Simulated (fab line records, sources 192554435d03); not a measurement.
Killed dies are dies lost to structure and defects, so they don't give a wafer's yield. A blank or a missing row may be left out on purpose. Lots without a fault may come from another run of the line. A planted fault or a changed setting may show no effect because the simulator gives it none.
fab line records | flow n5_finfet | part 2 of 2: steps 5 to 6 of 6
record lots=22 wafers=66 last_day=17
route steps=1938 shown SD_EPI_N@274 SD_EPI_P@308
lots that met no fault: from a run of the same line without faults
start_h: hours from the record's first day to the start of the lot's first wafer shown | wait_h: hours since the lot's step before | " the same as in the row above | L1.1+2: a row that stands for several wafers | - no value, or no start given | * or withheld: withheld | < > ~ a bound
route shown NAME@n: a module of which the file shows steps, and the number in the route of the first | usual: mean/standard deviation of fault-free wafers | same: alike in all rows | chamber/n: place in a boat | sites: the reading at each site | _std_site: their standard deviation | _edge_site: outer sites' mean less inner sites' | radius_mm: how far each site lies from the wafer's centre | mask NAME#n: copy n | behind: the tool/chamber that last shaped the wafer | hold: why the lot was held/for how many hours/how that ended | device: the transistor (n, p or np) that didn't switch | end of line: the same wafers' tests at the end of the route | a step without rows: its recipe alone | killed: dies lost to structure and defects at the first sort, not the wafer's yield | map: a wafer's dies, x killed, . not, _ none there
set.NAME: the setting as run; set.NAME@STEP: as run at that earlier step | model.NAME: the simulator's own value behind a step, which no gauge read
steps of the route over a sample of lots; a table a step, a row a wafer
services: from which hour (start_h, from the record's first day; less than 0 if before it) a tool's chamber was out of use, for how many hours, and why
## steps
# step N5_SD_EPI_N_LINER_46
# recipe material=SiNx target_thk_a=30 temp_c=400 ald_precursor_family=SiH2I2 ald_co_reactant=N2/H2-plasma pressure_torr=2
# usual heater_power_w=877/80 susceptor_temp_C=400.03/0.22
# columns lot.wafer tool chamber start_h wait_h heater_power_w since_wet_clean_h susceptor_temp_C
L074.2 ald_sin-03 1 51.96 0.1 839 44 400.19
L074.3 " 2 " " 915 44 399.86
L074.5 " 2 " " 905 - 400.15
L075.1 ald_sin-03 1 62.72 0.4 828 54 400.09
L075.3 " 2 " " 898 54 400.08
L075.5 " 3 " " 858 - 400.30
L076.1 ald_sin-03 1 63.74 0.2 840 55 400.20
L076.4 " 3 " " 850 55 399.97
L076.6 " 0 " " 865 - 400.21
L077.2 ald_sin-01 0 71.51 0.1 769 261 400.15
L077.5 " 0 " " 789 - 400.39
L077.6 " 1 " " 897 - 400.15
L078.1 ald_sin-03 2 76.02 0.2 918 68 400.12
L078.2 " 0 " " 836 68 400.23
L078.4 " 1 " " 840 68 400.14
L079.1 ald_sin-04 3 80.38 0.2 1070 361 399.93
L079.2 " 1 " " 794 361 400.13
L079.5 " 3 " " 1055 - 399.83
L080.2 ald_sin-03 1 89.42 0.3 837 81 399.97
L080.3 " 3 " " 857 81 399.80
L080.4 " 2 " " 915 81 399.98
L082.1 ald_sin-03 1 101.56 0.2 816 93 400.17
L082.3 " 2 " " 953 93 399.91
L082.6 " 0 " " 840 - 400.14
L084.2 ald_sin-01 1 116.32 0.1 886 306 400.05
L084.5 " 1 " " 884 - 400.19
L084.6 " 0 " " 748 - 399.71
L085.1 ald_sin-03 1 123.49 0.2 834 115 400.17
L085.4 " 2 " " 919 115 400.16
L085.5 " 3 " " 835 - 399.98
L086.2 ald_sin-01 2 127.21 0.2 1041 316 400.22
L086.4 " 0 " " 753 - 400.23
L086.6 " 2 " " 1077 - 400.16
L087.1 ald_sin-03 3 131.04 0.2 842 123 399.85
L087.3 " 1 " " 825 123 400.21
L087.5 " 2 " " 914 - 400.03
L088.1 ald_sin-03 1 139.21 0.2 878 131 399.84
L088.2 " 3 " " 848 131 400.24
L088.4 " 0 " " 814 131 400.21
L089.2 ald_sin-03 0 143.30 0.1 826 135 400.06
L089.3 " 1 " " 822 135 400.00
L089.5 " 1 " " 835 - 399.88
L090.2 ald_sin-01 3 151.01 0.1 900 340 400.00
L090.3 " 2 " " 1051 340 400.08
L090.4 " 1 " " 897 340 400.00
L091.3 ald_sin-03 1 153.34 0.1 842 145 400.47
L091.4 " 0 " " 839 145 399.48
L091.6 " 1 " " 850 - 400.23
L092.1 ald_sin-01 3 163.30 0.2 859 353 400.17
L092.2 " 0 " " 778 353 400.14
L092.5 " 1 " " 901 - 399.84
L093.4 ald_sin-01 3 166.93 0.1 895 356 400.28
L093.5 " 3 " " 866 - 399.98
L093.6 " 0 " " 775 - 400.28
L094.2 ald_sin-04 3 172.53 0.1 1079 73 400.10
L094.3 " 0 " " 737 73 400.48
L094.4 " 1 " " 804 73 400.39
L095.1 ald_sin-04 2 177.73 0.2 953 79 399.61
L095.4 " 1 " " 800 79 399.72
L095.5 " 2 " " 931 - 399.81
L096.1 ald_sin-03 1 185.73 0.7 822 177 399.91
L096.2 " 2 " " 936 177 400.13
L096.6 " 0 " " 843 - 400.02
L097.1 ald_sin-03 1 193.43 0.4 854 185 399.85
L097.3 " 2 " " 943 185 399.98
L097.5 " 0 " " 826 - 400.40
# step N5_SD_EPI_P_ETCH_37
# recipe chemistry=N2/H2 target=SOC overetch_a=1080 mask_material=SiARC temp_c=40 ion_energy_ev=100 source_w=3000 bias_w=133 pressure_mtorr=20 time_s=486 n2_flow_sccm=200 h2_flow_sccm=200 ends=end_point
# usual drypump_motor_current_A=5.8/0.41 oes_product_au=0.69/0.054 rf_vpp_V=240.8/1.2 showerhead_plenum_p_Torr=2.54/0.071 throttle_valve_pct=23.80/0.26
# columns lot.wafer tool chamber start_h wait_h drypump_motor_current_A oes_product_au rf_hours_counter_h rf_vpp_V showerhead_plenum_p_Torr throttle_valve_pct
L074.2 rie_diel-05 2 52.67 0.0 5.3 0.67 147 241.1 2.66 23.60
L074.3 " 3 " " 6.1 0.74 60 239.4 2.45 23.28
L074.5 " 3 " " 6.1 0.75 - 240.2 2.45 23.24
L075.1 rie_diel-02 0 63.55 0.0 5.8 0.68 169 240.9 2.52 23.89
L075.3 " 3 " " 5.9 0.66 193 240.7 2.52 23.73
L075.5 " 3 " " 5.9 0.67 - 240.4 2.52 23.74
L076.1 rie_diel-02 2 64.44 0.0 6.3 0.67 137 242.4 2.65 23.88
L076.4 " 1 " " 6.0 0.73 76 240.5 2.47 24.26
L076.6 " 2 " " 6.3 0.68 - 240.8 2.65 23.88
L077.2 rie_diel-02 3 72.21 0.0 5.9 0.65 195 240.7 2.52 23.74
L077.5 " 1 " " 6.0 0.71 - 239.4 2.47 24.28
L077.6 " 0 " " 5.8 0.68 - 240.1 2.52 23.90
L078.1 rie_diel-02 1 76.82 0.0 6.0 0.72 81 241.1 2.47 24.28
L078.2 " 2 " " 6.3 0.67 141 243.6 2.65 23.89
L078.4 " 3 " " 5.9 0.66 196 239.0 2.52 23.74
L079.1 rie_diel-05 0 81.21 0.0 6.1 0.78 34 242.1 2.58 23.92
L079.2 " 2 " " 5.3 0.66 157 242.5 2.66 23.59
L079.5 " 3 " " 6.1 0.73 - 240.1 2.45 23.27
L080.2 rie_diel-05 0 90.36 0.0 6.1 0.78 37 241.8 2.57 23.93
L080.3 " 3 " " 6.1 0.72 74 238.8 2.44 23.27
L080.4 " 1 " " 6.3 0.63 204 242.4 2.63 23.84
L082.1 rie_diel-02 2 102.39 0.0 6.3 0.67 149 242.9 2.64 23.90
L082.3 " 3 " " 5.9 0.66 204 241.0 2.51 23.75
L082.6 " 3 " " 5.9 0.65 - 239.9 2.51 23.76
L084.2 rie_diel-04 3 117.20 0.0 5.3 0.63 229 239.2 2.50 23.34
L084.5 " 1 " " 5.2 0.82 - 242.8 2.60 23.69
L084.6 " 2 " " 6.2 0.67 - 241.1 2.53 23.75
L085.1 rie_diel-04 2 124.19 0.0 6.2 0.66 145 240.7 2.53 23.75
L085.4 " 0 " " 5.2 0.66 177 239.2 2.43 23.71
L085.5 " 3 " " 5.3 0.63 - 239.4 2.50 23.35
L086.2 rie_diel-04 2 127.94 0.0 6.2 0.66 146 240.2 2.53 23.74
L086.4 " 0 " " 5.3 0.65 178 239.0 2.43 23.70
L086.6 " 1 " " 5.2 0.81 - 242.2 2.60 23.72
L087.1 rie_diel-05 3 131.87 0.0 6.1 0.72 83 239.8 2.44 23.29
L087.3 " 2 " " 5.3 0.66 173 243.2 2.65 23.63
L087.5 " 1 " " 6.4 0.63 - 241.2 2.62 23.86
L088.1 rie_diel-02 2 140.06 0.0 6.3 0.66 157 242.9 2.64 23.89
L088.2 " 0 " " 5.8 0.67 192 241.1 2.52 23.91
L088.4 " 1 " " 6.0 0.70 99 239.2 2.46 24.30
L089.2 rie_diel-02 1 144.00 0.0 6.0 0.70 101 239.7 2.46 24.32
L089.3 " 0 " " 5.8 0.66 194 239.6 2.51 23.92
L089.5 " 1 " " 6.0 0.70 - 240.3 2.46 24.32
L090.2 rie_diel-04 1 151.84 0.0 5.2 0.79 29 241.2 2.59 23.71
L090.3 " 3 " " 5.3 0.63 240 240.6 2.50 23.37
L090.4 " 2 " " 6.2 0.67 - 239.3 2.53 23.75
L091.3 rie_diel-04 2 154.17 0.0 6.2 0.66 153 241.2 2.53 23.75
L091.4 " 2 " " 6.2 0.66 - 240.8 2.53 23.77
L091.6 " 1 " " 5.2 0.80 - 242.5 2.59 23.73
L092.1 rie_diel-02 0 164.13 0.0 5.8 0.66 202 241.8 2.51 23.92
L092.2 " 1 " " 6.0 0.69 109 240.1 2.45 24.32
L092.5 " 1 " " 6.0 0.70 - 239.7 2.45 24.31
L093.4 rie_diel-02 3 167.80 0.0 5.9 0.64 220 240.7 2.51 23.77
L093.5 " 1 " " 6.0 0.69 - 239.2 2.45 24.32
L093.6 " 0 " " 5.8 0.66 - 239.2 2.51 23.92
L094.2 rie_diel-04 2 173.24 0.0 6.2 0.66 159 240.9 2.53 23.77
L094.3 " 1 " " 5.2 0.79 36 240.3 2.59 23.73
L094.4 " 0 " " 5.2 0.64 190 239.6 2.42 23.74
L095.1 rie_diel-04 2 178.55 0.0 6.2 0.65 160 239.6 2.53 23.77
L095.4 " 0 " " 5.2 0.64 192 239.5 2.42 23.75
L095.5 " 2 " " 6.2 0.65 - 239.8 2.53 23.78
L096.1 rie_diel-05 1 186.47 0.0 6.3 0.61 227 244.1 2.62 23.87
L096.2 " 0 " " 6.1 0.74 67 241.3 2.56 23.95
L096.6 " 0 " " 6.0 0.74 - 242.7 2.56 23.96
L097.1 rie_diel-02 3 194.13 0.0 5.9 0.64 227 239.7 2.50 23.77
L097.3 " 2 " " 6.3 0.65 174 241.4 2.63 23.93
L097.5 " 1 " " 6.0 0.69 - 240.9 2.45 24.32
## services
# columns tool chamber start_h hours kind
rie_diel-05 0 35.38 14.7 repair
epi_rpcvd-01 - 49.45 0.6 repair
rie_diel-02 - 50.71 2.8 repair
rie_diel-06 - 54.77 0.3 repair
rie_diel-03 2 54.77 2.2 repair
rie_diel-01 3 68.92 12.7 repair
rie_diel-05 1 75.65 12.2 repair
epi_rpcvd-01 - 77.65 14.6 pm
plasma_asher-02 - 82.43 0.9 repair
rie_diel-06 - 89.79 0.7 repair
rie_diel-04 3 102.34 4.6 repair
rie_diel-02 2 104.30 10.3 repair
ald_sin-01 3 124.75 5.7 repair
ald_sin-01 3 131.07 3.9 repair
ald_sin-01 1 137.73 1.7 repair
rie_diel-03 2 140.46 3.9 repair
rie_diel-02 3 143.02 4.5 repair
rie_diel-04 0 150.47 3.8 repair
rie_diel-02 3 155.23 9.1 repair
ald_sin-01 1 169.45 5.0 repair
ald_sin-01 - 176.97 14.0 pm
rie_diel-04 2 180.80 8.5 repair
rie_diel-03 0 187.82 10.9 repair
rie_diel-06 0 188.36 17.2 repair
